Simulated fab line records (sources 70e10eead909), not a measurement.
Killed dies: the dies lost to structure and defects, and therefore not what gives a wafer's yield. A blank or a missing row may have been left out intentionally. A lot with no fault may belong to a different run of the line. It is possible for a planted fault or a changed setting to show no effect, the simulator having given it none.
Matching of chambers | flow nand_harc | NHARC_A_STAIRCASE_ALD_420 on ald_hk-01: 4 sister chambers
The step deposits SiO2, target thk 20 nm, pulse time 6 s, ald cycles 200. 8 wafers are shown with their chamber, then 12 later ones without.

== EACH WAFER AND ITS CHAMBER ==
wafer  | chamber | heater_power_w (W) | precursor_pulse_height_rel
L087.4 | 2       | 572                | 0.998
L087.1 | 1       | 450                | 0.997
L087.6 | 0       | 422                | 0.982
L089.2 | 1       | 450                | 0.999
L089.5 | 2       | 586                | 0.991
L088.2 | 3       | 423                | 0.967
L088.3 | 0       | 421                | 1.001
L088.5 | 3       | 415                | 0.993

== WAFERS MISSING THEIR CHAMBER ==
wafer  | heater_power_w (W) | precursor_pulse_height_rel
L090.2 | 422                | 0.970
L090.5 | 469                | 1.029
L090.6 | 583                | 1.010
L095.2 | 460                | 0.997
L095.5 | 568                | 0.986
L095.6 | 447                | 0.955
L095.1 | 418                | 1.025
L095.3 | 427                | 1.024
L095.4 | 599                | 0.993
L096.1 | 456                | 0.984
L096.3 | 430                | 0.985
L096.4 | 426                | 0.972

== CHAMBER TAKEN BY EACH ==
wafer  | from the rows above          | in truth
L090.2 | can't be placed: 3 or 0      | 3
L090.5 | 1                            | 1
L090.6 | 2                            | 2
L095.2 | 1                            | 1
L095.5 | 2                            | 2
L095.6 | can't be placed: 1 or 3 or 0 | 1
L095.1 | can't be placed: 0 or 3      | 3
L095.3 | can't be placed: 0 or 3 or 1 | 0
L095.4 | 2                            | 2
L096.1 | 1                            | 1
L096.3 | can't be placed: 0 or 3      | 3
L096.4 | can't be placed: 3 or 0      | 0
Correct placement for 6 of the 12. These rows do not allow placing 6 (true chamber among the candidates in 6). Wrongly placed: 0.
How it was worked out, from the rows above alone: a wafer's distance from a chamber is the root of the sum, over the readings, of the square of ((its reading less the chamber's mean) divided by the reading's scatter). If the next closest chamber is less than 2 further off than the closest, the wafer can't be placed; otherwise it belongs to the closest. The mean given for a chamber averages the wafers shown for that chamber. The scatter: take each reading less its chamber's mean, square it, sum over the shown wafers, divide by the number of wafers less the number of chambers, and take the root.
